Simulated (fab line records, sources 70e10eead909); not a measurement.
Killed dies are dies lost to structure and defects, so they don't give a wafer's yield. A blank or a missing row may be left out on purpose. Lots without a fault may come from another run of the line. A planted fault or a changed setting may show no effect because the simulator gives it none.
Which tool did it? | flow nand_harc | 11 lots, 33 wafers sampled, at 5 steps of a route of 1159

WHAT THE GAUGES READ, wafer by wafer
NHARC_END_SORT_01.
lot  | measured     | on        | killed_at_array | killed_at_other | killed_at_periphery | killed_dies | killed_open | killed_short
L357 | day 20 04:00 | prober-02 | 14 15 18        | 0 0 0           | 6 3 8               | 20 18 26    | 4 4 4       | 0 1 2
L358 | day 20 10:59 | prober-02 | 10 10 9         | 0 0 1           | 4 7 4               | 14 17 14    | 3 2 1       | 3 3 2
L359 | day 20 19:39 | prober-02 | 27 35 38        | 0 0 0           | 5 6 8               | 32 41 46    | 2 7 4       | 3 1 1
L362 | day 21 04:19 | prober-02 | 29 30 24        | 2 0 0           | 1 5 1               | 32 35 25    | 4 5 2       | 1 4 2
L365 | day 21 19:50 | prober-02 | 28 25 40        | 1 1 0           | 2 2 6               | 31 28 46    | 1 3 6       | 1 4 3
L364 | day 21 19:04 | prober-01 | 23 26 24        | 1 0 0           | 4 8 4               | 28 34 28    | 3 9 3       | 0 2 3
L368 | day 22 04:17 | prober-02 | 674 673 669     | 0 1 2           | 3 3 6               | 677 677 677 | 4 2 5       | 2 1 2
L366 | day 22 15:07 | prober-02 | 674 673 674     | 2 2 1           | 1 2 2               | 677 677 677 | 4 4 2       | 2 5 1
L370 | day 23 08:08 | prober-02 | 32 24 46        | 2 3 0           | 4 4 1               | 38 31 47    | 5 2 5       | 2 1 1
L376 | day 24 09:05 | prober-02 | 32 33 28        | 4 2 1           | 3 0 2               | 39 35 31    | 6 5 0       | 1 2 2
L377 | day 24 07:37 | prober-01 | 34 28 34        | 0 1 1           | 2 3 6               | 36 32 41    | 5 3 0       | 3 5 3

WHICH TOOL RAN EACH LOT (tool, then ch and the chambers of the sampled wafers, then the start)
lot  | NHARC_A_STAIRCASE_TRIM_226                    | NHARC_A_STAIRCASE_TRIM_233         | NHARC_A_STAIRCASE_TRIM_235                    | NHARC_A_STAIRCASE_ETCH_236
L357 | rie_diel-04 ch 1,2,3, day 11 16:05 or earlier | rie_diel-04 ch 0,3, day 11 16:05   | rie_diel-04 ch 1,3, day 20 04:00 or earlier   | rie_diel-04 ch 0,1, day 20 04:00 or earlier
L358 | rie_diel-02 ch 0,1,2, day 12 01:20 or earlier | rie_diel-02 ch 0,1,3, day 12 01:20 | rie_diel-02 ch 0,1,2, day 20 10:59 or earlier | rie_diel-02 ch 1,2,3, day 20 10:59 or earlier
L359 | rie_diel-13 ch 0,1, day 12 01:29 or earlier   | rie_diel-04 ch 0,3, day 12 01:29   | rie_diel-04 ch 1,2,3, day 20 19:39 or earlier | rie_diel-04 ch 0,3, day 20 19:39 or earlier
L362 | rie_diel-04 ch 1,2, day 13 02:44 or earlier   | rie_diel-13 ch 1,2,3, day 13 02:44 | rie_diel-13 ch 0,1, day 21 04:19 or earlier   | rie_diel-13 ch 0,1, day 21 04:19 or earlier
L365 | rie_diel-04 ch 0,1,2, day 13 17:35 or earlier | rie_diel-04 ch 0,2,3, day 13 17:35 | rie_diel-04 ch 0,1,2, day 21 19:50 or earlier | rie_diel-04 ch 0,1,2, day 21 19:50 or earlier
L364 | rie_diel-02 ch 0,1,2, day 13 17:59 or earlier | rie_diel-13 ch 1,3, day 13 17:59   | rie_diel-13 ch 0,2, day 21 19:04 or earlier   | rie_diel-13 ch 0,2,3, day 21 19:04 or earlier
L368 | rie_diel-04 ch 0,1,2, day 14 11:49 or earlier | rie_diel-04 ch 0,2,3, day 14 11:49 | rie_diel-04 ch 2,3, day 22 04:17 or earlier   | rie_diel-04 ch 0,1, day 22 04:17 or earlier
L366 | rie_diel-13 ch 0,3, day 14 20:37 or earlier   | rie_diel-04 ch 0,1,3, day 14 20:37 | rie_diel-04 ch 1,3, day 22 15:07 or earlier   | rie_diel-04 ch 0,3, day 22 15:07 or earlier
L370 | rie_diel-02 ch 0,1,3, day 15 05:11 or earlier | rie_diel-02 ch 0,1, day 15 05:11   | rie_diel-02 ch 0,2,3, day 23 08:08 or earlier | rie_diel-02 ch 0,1,2, day 23 08:08 or earlier
L376 | rie_diel-02 ch 0,2,3, day 16 08:22 or earlier | rie_diel-02 ch 0,1,2, day 16 08:22 | rie_diel-02 ch 2,3, day 24 09:05 or earlier   | rie_diel-02 ch 0,3, day 24 09:05 or earlier
L377 | rie_diel-13 ch 0,1,3, day 16 09:54 or earlier | rie_diel-02 ch 1,2,3, day 16 09:54 | rie_diel-02 ch 0,1,3, day 24 07:37 or earlier | rie_diel-02 ch 0,1,3, day 24 07:37 or earlier
- NHARC_A_STAIRCASE_TRIM_226: chemistry O2, time 211.2 s.
- NHARC_A_STAIRCASE_TRIM_233: chemistry O2, time 211.2 s.
- NHARC_A_STAIRCASE_TRIM_235: chemistry O2, time 211.2 s.
- NHARC_A_STAIRCASE_ETCH_236: etches the open film in C4F8/O2, target depth 100 nm, time 40.5 s.

WHAT THE TOOLS THEMSELVES READ (means of the sampled wafers that have a number; where no wafer has one, the mark that the record gives instead)
NHARC_A_STAIRCASE_TRIM_226.
lot  | tool        | chamber_pressure_mTorr (mTorr) | drypump_motor_current_A (A) | oes_product_au (a.u.) | rf_vpp_V (V) | showerhead_plenum_p_Torr (Torr) | throttle_valve_pct (%)
L357 | rie_diel-04 | 59.97                          | 6.4                         | 1.009                 | 57.1         | 3.40                            | 17.036
L358 | rie_diel-02 | 60.01                          | 5.7                         | 1.001                 | 57.5         | 3.48                            | 17.032
L359 | rie_diel-13 | 60.01                          | 5.6                         | 1.004                 | 57.6         | 3.40                            | 17.028
L362 | rie_diel-04 | 60.03                          | 6.4                         | 1.003                 | 56.2         | 3.36                            | 17.031
L365 | rie_diel-04 | 59.99                          | 6.2                         | 0.998                 | 57.5         | 3.55                            | 17.033
L364 | rie_diel-02 | 59.99                          | 5.7                         | 1.005                 | 57.4         | 3.47                            | 17.033
L368 | rie_diel-04 | 59.99                          | 6.2                         | 0.999                 | 58.2         | 3.55                            | 17.036
L366 | rie_diel-13 | 60.00                          | 5.3                         | 0.993                 | 57.7         | 3.48                            | 17.050
L370 | rie_diel-02 | 59.97                          | 5.4                         | 0.988                 | 57.1         | 3.51                            | 17.039
L376 | rie_diel-02 | 59.99                          | 5.6                         | 0.994                 | 57.5         | 3.54                            | 17.027
L377 | rie_diel-13 | 59.95                          | 5.7                         | 0.993                 | 58.4         | 3.52                            | 17.029

NHARC_A_STAIRCASE_TRIM_233.
lot  | tool        | chamber_pressure_mTorr (mTorr) | drypump_motor_current_A (A) | oes_product_au (a.u.) | rf_vpp_V (V) | showerhead_plenum_p_Torr (Torr) | throttle_valve_pct (%)
L357 | rie_diel-04 | 60.02                          | 5.9                         | 1.004                 | 56.9         | 3.34                            | 17.029
L358 | rie_diel-02 | 60.00                          | 5.4                         | 1.004                 | 58.5         | 3.53                            | 17.039
L359 | rie_diel-04 | 59.99                          | 5.9                         | 1.000                 | 57.1         | 3.34                            | 17.026
L362 | rie_diel-13 | 59.99                          | 5.8                         | 0.992                 | 57.8         | 3.57                            | 17.037
L365 | rie_diel-04 | 60.02                          | 6.1                         | 1.000                 | 57.3         | 3.50                            | 17.043
L364 | rie_diel-13 | 59.97                          | 5.7                         | 0.999                 | 57.4         | 3.68                            | 17.033
L368 | rie_diel-04 | -                              | -                           | -                     | -            | -                               | -
L366 | rie_diel-04 | -                              | -                           | -                     | -            | -                               | -
L370 | rie_diel-02 | 59.97                          | 5.5                         | 0.985                 | 57.1         | 3.45                            | 17.026
L376 | rie_diel-02 | 59.99                          | 5.7                         | 0.984                 | 57.9         | 3.46                            | 17.037
L377 | rie_diel-02 | 59.93                          | 5.7                         | 0.989                 | 58.5         | 3.52                            | 17.037

NHARC_A_STAIRCASE_TRIM_235.
lot  | tool        | chamber_pressure_mTorr (mTorr) | drypump_motor_current_A (A) | oes_product_au (a.u.) | rf_vpp_V (V) | showerhead_plenum_p_Torr (Torr) | throttle_valve_pct (%)
L357 | rie_diel-04 | 60.06                          | 6.3                         | 1.012                 | 57.3         | 3.43                            | 17.048
L358 | rie_diel-02 | 60.05                          | 5.7                         | 1.004                 | 58.1         | 3.48                            | 17.035
L359 | rie_diel-04 | 60.01                          | 6.4                         | 1.004                 | 57.0         | 3.40                            | 17.039
L362 | rie_diel-13 | 59.99                          | 5.6                         | 0.998                 | 58.5         | 3.40                            | 17.042
L365 | rie_diel-04 | 60.02                          | 6.2                         | 1.007                 | 56.9         | 3.55                            | 17.042
L364 | rie_diel-13 | 59.98                          | 5.5                         | 0.997                 | 57.9         | 3.38                            | 17.036
L368 | rie_diel-04 | 60.05                          | 6.3                         | 0.999                 | 58.6         | 3.66                            | 17.033
L366 | rie_diel-04 | 59.98                          | 6.3                         | 1.012                 | 58.1         | 3.42                            | 17.039
L370 | rie_diel-02 | 59.96                          | 5.7                         | 0.997                 | 57.4         | 3.54                            | 17.037
L376 | rie_diel-02 | 59.96                          | 5.7                         | 1.006                 | 58.0         | 3.60                            | 17.034
L377 | rie_diel-02 | 59.98                          | 5.4                         | 0.988                 | 57.4         | 3.51                            | 17.031

NHARC_A_STAIRCASE_ETCH_236.
lot  | tool        | oes_product_au (a.u.) | rf_vpp_V (V)
L357 | rie_diel-04 | 0.962                 | 893
L358 | rie_diel-02 | 0.953                 | 896
L359 | rie_diel-04 | 0.941                 | 890
L362 | rie_diel-13 | 0.934                 | 890
L365 | rie_diel-04 | 0.943                 | 896
L364 | rie_diel-13 | 0.951                 | 896
L368 | rie_diel-04 | 0.952                 | 893
L366 | rie_diel-04 | 0.927                 | 890
L370 | rie_diel-02 | 0.928                 | 893
L376 | rie_diel-02 | 0.947                 | 897
L377 | rie_diel-02 | 0.933                 | 895

THE ANSWER, worked out from the rows above alone
Rule: what is usual is taken from the lots themselves. Put in order of their means at a reading, lots are off if they are a third of the lots or fewer, leave a main group of 4 or more, and stand apart from it by a gap of 3 or more times the standard deviation of the main group's means; of several such gaps the widest counts. A main group whose means are all the same, to the digits that the tables above print for the reading, isn't used. A lot without any number at a reading at which 4 lots or more have one is off too. The other lots that the step has rows for count as sound. The gauges are gone through in route order, then the tools' own readings, and for those a lot's mean is taken as printed above. The first step at which some lot is off is used, and at that step the reading that is off furthest; a lot without a number counts as furthest.
Off: L368, L366, at NHARC_END_SORT_01 (killed_dies). The main group: mean 31, standard deviation 7.8.
A tool fits if, at a process step before that reading, it ran every lot that is off, and no sound lot after the first of them. The gauges at NHARC_END_SORT_01 aren't tried: what is off there is off at NHARC_A_STAIRCASE_TRIM_233 too, on other tools, and a gauge's error can't cause that. NHARC_A_STAIRCASE_TRIM_226 gives no start for some lots, so the hours and the order of its lots are those of NHARC_A_STAIRCASE_TRIM_233. NHARC_A_STAIRCASE_TRIM_235 gives no start for some lots, so the hours and the order of its lots are those of NHARC_END_SORT_01. NHARC_A_STAIRCASE_ETCH_236 gives no start for some lots, so the hours and the order of its lots are those of NHARC_END_SORT_01. One fits: rie_diel-04 at NHARC_A_STAIRCASE_TRIM_233 and NHARC_A_STAIRCASE_TRIM_235 and NHARC_A_STAIRCASE_ETCH_236. At NHARC_A_STAIRCASE_TRIM_233 its last sound lot is L365 (day 13 17:35), its first lot that is off L368 (day 14 11:49): a fault that began between those two fits.
Blank at NHARC_A_STAIRCASE_TRIM_233 on the lots that are off, where sound lots have numbers: chamber_pressure_mTorr, drypump_motor_current_A, oes_product_au, rf_vpp_V, showerhead_plenum_p_Torr, throttle_valve_pct.

WHAT THE SIMULATOR HAD PUT IN
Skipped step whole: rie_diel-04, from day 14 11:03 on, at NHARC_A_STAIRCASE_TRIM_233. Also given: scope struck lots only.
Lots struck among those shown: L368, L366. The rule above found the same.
